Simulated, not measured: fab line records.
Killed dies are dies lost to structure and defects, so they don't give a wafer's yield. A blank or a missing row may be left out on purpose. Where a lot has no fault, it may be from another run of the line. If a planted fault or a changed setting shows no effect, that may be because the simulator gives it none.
fab line records / flow n5_finfet
record lots=4 wafers=12 last_day=17
route steps=1938 shown BEOL_M12@1635 BEOL_M13@1659 PASSIVATION@1936
lots that met no fault: taken from a fault-free run of the same line
start_h: start of the lot's first displayed wafer, in hours after the record's first day / wait_h: hours from the lot's prior step to this one / " unchanged from the row above / L1.1+2: several wafers, shown together as one row / - value missing, or start not given / * or withheld: withheld / < > ~ a bound
route shown NAME@n: NAME is a module with steps in the file, n the number in the route of the first one / usual: mean and standard deviation over wafers with no fault / same: alike in all rows / chamber/n: place in a boat / sites: per-site readings / _std_site: the standard deviation of these / _edge_site: inner sites' mean taken away from outer sites' mean / radius_mm: for every site, how far away it sits from the centre of the wafer / mask NAME#n: copy n / behind: the most recent tool/chamber to have shaped the wafer / hold: the reason the lot was held/the length of the hold in hours/how it ended / device: transistor that didn't switch, given as n, p or np / end of line: the tests these same wafers got at the end of their route / a step with no rows: only its recipe / killed: at the first sort, the dies lost to defects and structure; wafer yield is something else / map: dies across one wafer; x = killed, . = not, _ = none there
set.NAME: the setting the step ran with; set.NAME@STEP: the setting that earlier step ran with / model.NAME: the simulator's own value behind a step, which no gauge read
lots at selected steps of the route; one table per step, one row per wafer
## steps
# step N5_BEOL_M12_DESCUM_33
# recipe chemistry=O2 time_s=7.9 source_power_w=50 bias_power_w=20 pressure_mtorr=20 rf_frequency_hz=2.712e+07 temp_c=40 o2_flow_sccm=225
# step N5_BEOL_M12_ETCH_67
# recipe chemistry=CF4 target=SiARC target_depth_a=1430 time_s=238.3 ion_energy_ev=80 pressure_mtorr=40 source_w=545 bias_w=36 Ar_flow_sccm=100 cf4_flow_sccm=100 ends=cleared
# step N5_BEOL_M12_ETCH_68
# recipe chemistry=N2/H2 target=SOC mask_material=SiARC source_w=3000 bias_w=350 temp_c=40 time_s=285 ion_energy_ev=200 pressure_mtorr=30 n2_flow_sccm=200 h2_flow_sccm=200
# step N5_BEOL_M12_STRIP_69
# recipe chemistry=N2/H2 temp_c=40 n2_flow_sccm=200 h2_flow_sccm=200 rf_frequency_hz=6e+07
# step N5_BEOL_M12_TRENCH_ETCH_34
# recipe chemistry=C4F8/O2/Ar target=SiOC target_depth_a=3189.5 mask_material=SOC pressure_mtorr=30 source_w=3000 bias_w=700 Ar_flow_sccm=400 C4F8_flow_sccm=15 O2_flow_sccm=8 he_inner_torr=15 he_outer_torr=30 time_s=125.5 ion_energy_ev=250
# step N5_BEOL_M12_STRIP_70
# recipe chemistry=C4F8/O2/Ar resist=SiARC rf_frequency_hz=6e+07
# step N5_BEOL_M12_STRIP_37
# recipe chemistry=N2/H2 power_w=1000 temp_c=250 h2_frac=0.65 overash_fraction=0.3 pressure_mtorr=withheld n2_flow_sccm=1750 h2_flow_sccm=3250
# step N5_BEOL_M12_ETCH_38
# recipe chemistry=CF4/N2 target=SiCN target_depth_a=687 taper_deg=2 time_s=73.4 ion_energy_ev=150 mask_material=SiO2 pressure_mtorr=40 source_w=430 bias_w=70 Ar_flow_sccm=100 cf4_flow_sccm=60 n2_flow_sccm=60
# step N5_BEOL_M12_PRECLEAN_39
# recipe chemistry=residue_remover time_s=60 temp_c=40
# step N5_BEOL_M12_SRD_40
# recipe time_s=30 temp_c=23 rinse_liquid=diw dry=n2_spin spin_rpm=1500 dry_time_s=30
# step N5_BEOL_M12_DEGAS_41
# recipe ambient=vacuum temp_c=250 time_s=60
# step N5_BEOL_M12_PRE_CLEAN_42
# recipe gas=H2/He time_s=30 temp_c=250
# usual heater_power_w=323/37
lot.wafer=L698.1 tool=pvd_sputter-02 chamber=- start_h=269.04 wait_h=0.0 heater_power_w=302
lot.wafer=L698.2 tool=pvd_sputter-02 chamber=- start_h=269.04 wait_h=0.0 heater_power_w=416
lot.wafer=L698.6 tool=pvd_sputter-02 chamber=- start_h=269.04 wait_h=0.0 heater_power_w=399
lot.wafer=L703.2 tool=pvd_sputter-02 chamber=- start_h=300.68 wait_h=0.0 heater_power_w=316
lot.wafer=L703.3 tool=pvd_sputter-02 chamber=- start_h=300.68 wait_h=0.0 heater_power_w=305
lot.wafer=L703.6 tool=pvd_sputter-02 chamber=- start_h=300.68 wait_h=0.0 heater_power_w=314
lot.wafer=L706.2 tool=pvd_sputter-02 chamber=- start_h=318.38 wait_h=0.0 heater_power_w=396
lot.wafer=L706.4 tool=pvd_sputter-02 chamber=- start_h=318.38 wait_h=0.0 heater_power_w=297
lot.wafer=L706.6 tool=pvd_sputter-02 chamber=- start_h=318.38 wait_h=0.0 heater_power_w=309
lot.wafer=L714.1 tool=pvd_sputter-03 chamber=- start_h=359.59 wait_h=0.0 heater_power_w=332
lot.wafer=L714.4 tool=pvd_sputter-03 chamber=- start_h=359.59 wait_h=0.0 heater_power_w=306
lot.wafer=L714.6 tool=pvd_sputter-03 chamber=- start_h=359.59 wait_h=0.0 heater_power_w=330
# step N5_BEOL_M12_SPUTTER_43
# recipe material=TaN target_thk_a=150 temp_c=50 bias_v=168.6 power_w=15000 chamber_pressure_pa=0.12 time_s=24.19
# step N5_BEOL_M12_SPUTTER_44
# recipe material=Ta target_thk_a=100 temp_c=50 bias_v=80 power_w=15000 chamber_pressure_pa=0.07 time_s=16.13
# step N5_BEOL_M12_SPUTTER_45
# recipe material=Cu target_thk_a=800 temp_c=-20 bias_v=60 power_w=26000 chamber_pressure_pa=0.13 time_s=13.33
# step N5_BEOL_M12_ECD_47
# recipe material=Cu target_thk_a=7200
# step N5_BEOL_M12_ANNEAL_48
# recipe temp_c=225 time_s=90 ambient=N2
# step N5_BEOL_M12_CMP_49
# recipe stop_on=SiOC t_overpolish_s=20.6 down_force_psi=1 platen_rpm=50 clearing_platen_down_force_psi=1.5 clearing_platen_rpm=50 post_cmp_clean=cu_alkaline target_thk_nm=320 clearing_platen_pad_velocity_m_s=0.99484 pad_velocity_m_s=0.99484
# step N5_BEOL_M12_PRE_CLEAN_52
# recipe gas=NH3 time_s=15 temp_c=withheld rf_power_w=300
# step N5_BEOL_M12_DEP_53
# recipe material=SiCN target_thk_a=300 temp_c=withheld precursor=3MS/NH3 pressure_torr=3 rf_w=675 time_s=10.5
# step N5_BEOL_M13_ILD_DEP_00
# recipe material=SiOC target_thk_a=8379.2 temp_c=350 precursor=DEMS/O2 pressure_torr=5 rf_w=500 time_s=166.4
# step N5_BEOL_M13_COAT_58
# recipe resist=BARC temp_c=205 time_s=60 spin_rpm=1500 resist_thk_nm=89
# step N5_BEOL_M13_COAT_04
# recipe spin_rpm=1625 resist_thk_nm=400
# step N5_BEOL_M13_EBR_06
# recipe solvent=PGMEA ebr_width_mm=1.5
# step N5_BEOL_M13_SOFTBAKE_05
# recipe temp_c=130 time_s=60
# step N5_BEOL_M13_EXPOSE_07
# recipe mask_id=V12 na=0.93 source_shape=conventional sigma_outer=0.6 polarization=unpolarized attpsm_phase_deg=180 dose_mj=24.8
# step N5_BEOL_M13_PEB_08
# recipe peb_temp_c=130 peb_time_s=90
# step N5_BEOL_M13_DEVELOP_09
# recipe develop_time_s=45 rinse_liquid=diw dry=air_spin dev_temp_c=21
# step N5_BEOL_M13_HARDBAKE_14
# recipe temp_c=130 time_s=120
# step N5_BEOL_M13_DESCUM_15
# recipe chemistry=O2 time_s=7.9 source_power_w=50 bias_power_w=20 pressure_mtorr=20 rf_frequency_hz=2.712e+07 temp_c=40 o2_flow_sccm=225
# step N5_BEOL_M13_ETCH_59
# recipe chemistry=N2/H2 target=BARC target_depth_a=890 overetch_a=267 time_s=67.9 ion_energy_ev=200 pressure_mtorr=30 source_w=840 bias_w=150 n2_flow_sccm=200 h2_flow_sccm=200
# step N5_BEOL_M13_VIA_ETCH_16
# recipe chemistry=C4F8/O2/Ar target=SiOC pressure_mtorr=30 source_w=3000 bias_w=700 Ar_flow_sccm=400 C4F8_flow_sccm=15 O2_flow_sccm=8 he_inner_torr=15 he_outer_torr=30 target_depth_a=9217 time_s=withheld ion_energy_ev=250 ends=cleared
# step N5_BEOL_M13_STRIP_63
# recipe chemistry=N2/H2 power_w=1000 temp_c=250 h2_frac=0.65 overash_fraction=0.3 pressure_mtorr=1000 n2_flow_sccm=1750 h2_flow_sccm=3250
# step N5_BEOL_M13_STRIP_64
# recipe chemistry=N2/H2 power_w=1000 temp_c=250 h2_frac=0.65 overash_fraction=0.3 pressure_mtorr=withheld n2_flow_sccm=1750 h2_flow_sccm=3250
# step N5_PASSIVATION_PROBE_49
# usual defect_limited_yield=91.0/1.5 killed_at_M0_to_M3=35/11 killed_at_M4_up=13/6 killed_at_contacts=14/6.5 killed_at_front_end=40/12 killed_at_other=4/3.4 killed_dies=106/18 killed_open=68/14 killed_short=35/7.7 sort_bin_5_function=5.2/0.98 sort_bin_6_memory=3.4/0.72 sort_n_pass=1074/18 sort_yield_pct=91.0/1.5
# same gross_dies=1180 killed_at_back_side=0 sort_bin_4_leakage[%]=0 sort_bin_8_speed[%]=0
lot.wafer=L703.2 tool=prober-01 chamber=- start_h=345.10 wait_h=0.1 defect_limited_yield[%]=78.1 killed_at_M0_to_M3=29 killed_at_M4_up=170 killed_at_contacts=19 killed_at_front_end=38 killed_at_other=3 killed_dies=259 killed_open=57 killed_short=37 sort_bin_5_function[%]=13.6 sort_bin_6_memory[%]=4.5 sort_n_pass=921 sort_yield_pct[%]=78.1
lot.wafer=L703.3 tool=prober-01 chamber=- start_h=345.15 wait_h=0.1 defect_limited_yield[%]=78.7 killed_at_M0_to_M3=26 killed_at_M4_up=164 killed_at_contacts=6 killed_at_front_end=52 killed_at_other=3 killed_dies=251 killed_open=54 killed_short=46 sort_bin_5_function[%]=12.9 sort_bin_6_memory[%]=4.2 sort_n_pass=929 sort_yield_pct[%]=78.7
lot.wafer=L703.6 tool=prober-01 chamber=- start_h=345.30 wait_h=0.3 defect_limited_yield[%]=78.4 killed_at_M0_to_M3=34 killed_at_M4_up=175 killed_at_contacts=4 killed_at_front_end=36 killed_at_other=6 killed_dies=255 killed_open=46 killed_short=37 sort_bin_5_function[%]=12.5 sort_bin_6_memory[%]=4.7 sort_n_pass=925 sort_yield_pct[%]=78.4
lot.wafer=L706.2 tool=prober-01 chamber=- start_h=357.12 wait_h=0.1 defect_limited_yield[%]=81.7 killed_at_M0_to_M3=36 killed_at_M4_up=131 killed_at_contacts=11 killed_at_front_end=36 killed_at_other=2 killed_dies=216 killed_open=71 killed_short=26 sort_bin_5_function[%]=10.8 sort_bin_6_memory[%]=3.8 sort_n_pass=964 sort_yield_pct[%]=81.7
lot.wafer=L706.4 tool=prober-01 chamber=- start_h=357.22 wait_h=0.2 defect_limited_yield[%]=76.4 killed_at_M0_to_M3=30 killed_at_M4_up=172 killed_at_contacts=37 killed_at_front_end=37 killed_at_other=2 killed_dies=278 killed_open=86 killed_short=31 sort_bin_5_function[%]=13.6 sort_bin_6_memory[%]=6.2 sort_n_pass=902 sort_yield_pct[%]=76.4
lot.wafer=L706.6 tool=prober-01 chamber=- start_h=357.32 wait_h=0.3 defect_limited_yield[%]=80.2 killed_at_M0_to_M3=19 killed_at_M4_up=170 killed_at_contacts=17 killed_at_front_end=23 killed_at_other=5 killed_dies=234 killed_open=46 killed_short=28 sort_bin_5_function[%]=11.7 sort_bin_6_memory[%]=4.2 sort_n_pass=946 sort_yield_pct[%]=80.2
# killed by level:class
L703.2 BEOL_M12:unspecified=158 MOL_CONTACT_COAG:geometric_particle:open=17 BEOL_M0_SAQP:geometric_particle:short=7 FIN_SAQP:geometric_particle:short=5 GATE_CUT:geometric_particle:short=5 BEOL_M1:geometric_particle:short=5 HKMG_FIN:area_etch=5 FIN_SAQP:geometric_particle:open=4
L703.3 BEOL_M12:unspecified=148 FIN_SAQP:geometric_particle:short=10 STI_FIN_REVEAL:geometric_particle:open=9 BEOL_M1:geometric_particle:open=5 MOL_CONTACT_COAG:geometric_particle:open=5 SPACER0:geometric_particle:short=5 BEOL_M3:geometric_particle:open=5 FIN_SAQP:geometric_particle:open=4
L703.6 BEOL_M12:unspecified=161 FIN_SAQP:geometric_particle:short=10 HKMG_FIN:area_etch=10 BEOL_M0_SAQP:geometric_particle:open=9 BEOL_M0_SAQP:geometric_particle:short=7 BEOL_M4:geometric_particle:open=7 BEOL_M3:geometric_particle:open=6 BEOL_M1:geometric_particle:short=5
L706.2 BEOL_M12:unspecified=118 STI_FIN_REVEAL:geometric_particle:open=13 MOL_CONTACT_COAG:geometric_particle:open=11 BEOL_M2:geometric_particle:open=11 BEOL_M4:geometric_particle:open=10 BEOL_M0_SAQP:geometric_particle:open=6 BEOL_M3:geometric_particle:open=6 BEOL_M0_SAQP:geometric_particle:short=5
L706.4 BEOL_M12:unspecified=158 MOL_CONTACT_COAG:geometric_particle:open=29 FIN_SAQP:geometric_particle:open=8 MOL_CONTACT_COAG:geometric_particle:short=8 BEOL_M2:geometric_particle:open=8 DUMMY_GATE:geometric_particle:open=7 GATE_CUT:geometric_particle:open=7 GATE_CUT:geometric_particle:short=7
L706.6 BEOL_M12:unspecified=159 MOL_CONTACT_COAG:geometric_particle:open=14 GATE_CUT:geometric_particle:short=8 FIN_SAQP:geometric_particle:short=4 BEOL_M0:geometric_particle:open=4 BEOL_M4:geometric_particle:open=4 MIM_TOP_ETCH:geometric_particle:short=4 FIN_SAQP:geometric_particle:open=3
# map L703.2 (x killed, . not)
_________________......x.....________________
______________x..............x.._____________
___________xx.......x......x..x.x..__________
__________.....xx......x...........x_________
________............x................._______
_______...x.....................x......______
______.x...x...x............x..........._____
_____.............x..x...................____
____x..x.......x......x.............x.....___
___.x...x.x...............xx.......x.......__
___......x..............x..................__
__.........................................._
__xx........................x.x...x.x.....x._
_...............x....x.......................
_....................x...................x...
_x...x....x...............x......x...........
_..............x.....x.x.....xx..............
_........x...x.............x.xxxxx.x........x
_............x.x............xxxxx.xxx.......x
_.......................xxxxxxxxxxxxxx.x....x
_....................x.x..xxxxxxxxxxx.xx.....
__.x..................xxxxxxxxxxxxxxxxxx...._
__.......x.........x..xxxxxxxxxxxxxxxxx....._
___x.......x..x..........xxxxxxxxxxxxxx....__
___x...................xxxxxxxxxxxxxx.xx..x__
____...................xxxxxxxxxxxxxxx.x..___
_____....xx....x.xx....xxxxxxxxxxxxxxx.x.____
______..xx............x.xxxxxxxxxx..xx.._____
_______..x...x..xx.......xx.xxxxx.....x______
________.x..x.............x.......xx.._______
__________......x............xx....._________
___________...x...............x....__________
______________...............x.._____________
_________________.xx.....x...________________
# map L706.4 (x killed, . not)
_________________...........x________________
______________....x............._____________
___________.......x....x..........x__________
__________......x......x.x.........._________
________.....x.x....x....xx.......x..._______
_______....xxx......................x..______
______.........x...............x......x._____
_____............x........x...x....x..x.x____
____..x........x.................x........___
___............xx..........................__
___............x.....x...x.................__
__..................xx.....x......x........._
__.........x..........x.x..........x......x._
_..............................x........x....
_....x.xx.x.......x.........x......x..xx..x..
_..x..x.....................x.x.xxxxx..xx..x.
_...x...........x............xxxxxxxxxxx.x...
_.................x.xxx......xxxxxxxxxxxxx.x.
_.........x..............x.xxxxxxxxxxxxxxx..x
_...................x......xxxxxxxxxxxxxx.x..
_.....x.....x.....xx....x..xxxxxxxxxxxxxxx..x
__.x.x...................xxxxxxxxxxxxxxxxxx._
__........x...x..x......xx.xxxxxxxxxxxxxxxx._
___x...x..............x......xxxxxxxxxxxxxx__
___............x..........x..xxxxxxxxxxx.x.__
____x.......xx.x..........x.x.xxx.xxxxx...___
_____xx..x.........x...x....xx.xxxxx....x____
______....................x.......xx..xx_____
_______....x...............x...x.x.....______
________.x......x................x...._______
__________..........x.x..x.........._________
___________.x..x.....xx....xx..xxx.__________
______________.................._____________
_________________............________________
## key
first_sign step=N5_PASSIVATION_PROBE_49 reading=killed_at_M4_up direction=up sigmas=25 usual=13 struck=164
effect step=N5_PASSIVATION_PROBE_49 reading=killed_dies direction=up sigmas=7.9 usual=106 struck=249
more_kills_born_at N5_BEOL_M12_PRE_CLEAN_42@pvd_sputter-02=902
met_at N5_BEOL_M12_PRE_CLEAN_42
struck_wafers L703.2,L703.3,L703.6,L706.2,L706.4,L706.6
baseline_loss step=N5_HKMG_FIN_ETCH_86 wafers=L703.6
onset_between 269.04 300.68
fault kind=chamber_particle_source tool=pvd_sputter-02 chamber=- onset_h=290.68 steps=N5_BEOL_M12_PRE_CLEAN_42 rate_per_visit_cm2=1.9055 end_h=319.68
# baseline_loss: these wafers lose ten dies or more at that step, a loss of the line's own and not of a fault; the sort's usual values leave them out
